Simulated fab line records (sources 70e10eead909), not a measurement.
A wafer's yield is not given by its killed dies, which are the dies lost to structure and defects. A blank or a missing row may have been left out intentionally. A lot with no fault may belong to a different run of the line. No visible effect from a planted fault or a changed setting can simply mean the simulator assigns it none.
Which tool is to blame?    flow nand harc    72 wafers from 24 lots sampled at 2 of the route's 1302 steps

## WHAT THE GAUGES SHOWED, per wafer
NHARC_A_BLC_INSPECT_12.
lot   measured      on                 raw defect count
L074  day 22 13:49  defect inspect-01  96 90 81
L075  day 23 05:41  defect inspect-01  105 109 105
L078  day 23 08:12  defect inspect-02  94 91 81
L077  day 23 11:58  defect inspect-02  74 67 76
L079  day 24 03:07  defect inspect-02  161 146 143
L076  day 24 09:10  defect inspect-02  76 71 77
L080  day 24 16:29  defect inspect-01  21 15 17
L082  day 25 15:32  defect inspect-02  72 77 71
L081  day 25 17:13  defect inspect-02  109 119 103
L083  day 26 14:54  defect inspect-01  32 28 34
L084  day 27 01:40  defect inspect-02  75 65 70
L085  day 27 03:28  defect inspect-01  84 85 91
L086  day 27 19:14  defect inspect-02  114 143 159
L087  day 27 22:06  defect inspect-01  52 54 58
L089  day 28 16:53  defect inspect-01  127 98 98
L088  day 28 19:32  defect inspect-02  66 64 75
L091  day 30 03:44  defect inspect-01  76 74 64
L090  day 30 04:10  defect inspect-02  51 61 51
L092  day 30 11:44  defect inspect-02  106 103 85
L095  day 30 18:31  defect inspect-02  68 74 65
L094  day 30 20:23  defect inspect-02  112 108 108
L096  day 31 09:29  defect inspect-02  83 93 85
L093  day 31 11:05  defect inspect-02  51 60 48
L097  day 32 00:15  defect inspect-02  64 76 68

## EACH LOT AND THE TOOL THAT RAN IT (in order: tool; ch and the chambers of the sampled wafers; start)
lot   NHARC_A_CONTACT_ETCH_134
L074  har cap etch-02 ch 0,1, day 22 08:40
L075  har cap etch-03 ch 0,1, day 22 23:57
L078  har cap etch-02 ch 1, day 23 03:01
L077  har cap etch-03 ch 0,1, day 23 06:04
L079  har cap etch-01 ch 0,1, day 23 21:27
L076  har cap etch-02 ch 0,1, day 24 04:02
L080  har cap etch-01 ch 0,1, day 24 11:19
L082  har cap etch-02 ch 0, day 25 10:34
L081  har cap etch-01 ch 0,1, day 25 11:40
L083  har cap etch-03 ch 0,1, day 26 09:51
L084  har cap etch-01 ch 0,1, day 26 20:32
L085  har cap etch-02 ch 0,1, day 26 22:17
L086  har cap etch-03 ch 0,1, day 27 14:15
L087  har cap etch-02 ch 0,1, day 27 16:56
L089  har cap etch-03 ch 0,1, day 28 11:45
L088  har cap etch-02 ch 0,1, day 28 14:29
L091  har cap etch-02 ch 0,1, day 29 22:14
L090  har cap etch-01 ch 0,1, day 29 22:50
L092  har cap etch-01 ch 0,1, day 30 06:08
L095  har cap etch-01 ch 0,1, day 30 13:11
L094  har cap etch-03 ch 0,1, day 30 15:06
L096  har cap etch-02 ch 0,1, day 31 04:22
L093  har cap etch-01 ch 0,1, day 31 06:04
L097  har cap etch-02 ch 0,1, day 31 18:55
- NHARC_A_CONTACT_ETCH_134: etches the open film in C4F8/O2/Ar, time 140 s, target depth 700 nm.

## WHAT THE TOOLS THEMSELVES READ (means of the sampled wafers that have a number; where no wafer has one, the mark that the record gives instead)
The record holds no such reading with a usual standard deviation.

## THE ANSWER, worked out from the rows above alone
Rule: the lots themselves supply what counts as usual. Put in order of their means at a reading, lots are off if they are a third of the lots or fewer, leave a main group of 4 or more, and stand apart from it by a gap of 3 or more times the standard deviation of the main group's means; of several such gaps the widest counts. If all means in a main group match to the digits the tables above print for the reading, that group is not used. Also off: a lot with no number at a reading for which 4 or more lots have one. The other lots that the step has rows for count as sound. The gauges are gone through in route order, then the tools' own readings, and for those a lot's mean is taken as printed above. At the first step where some lot is off, the reading lying furthest off is the one used; lots without a number count as furthest.
Across all readings shown, no lot is off: no conclusion can be drawn from this.

## WHAT HAD BEEN PUT IN BY THE SIMULATOR
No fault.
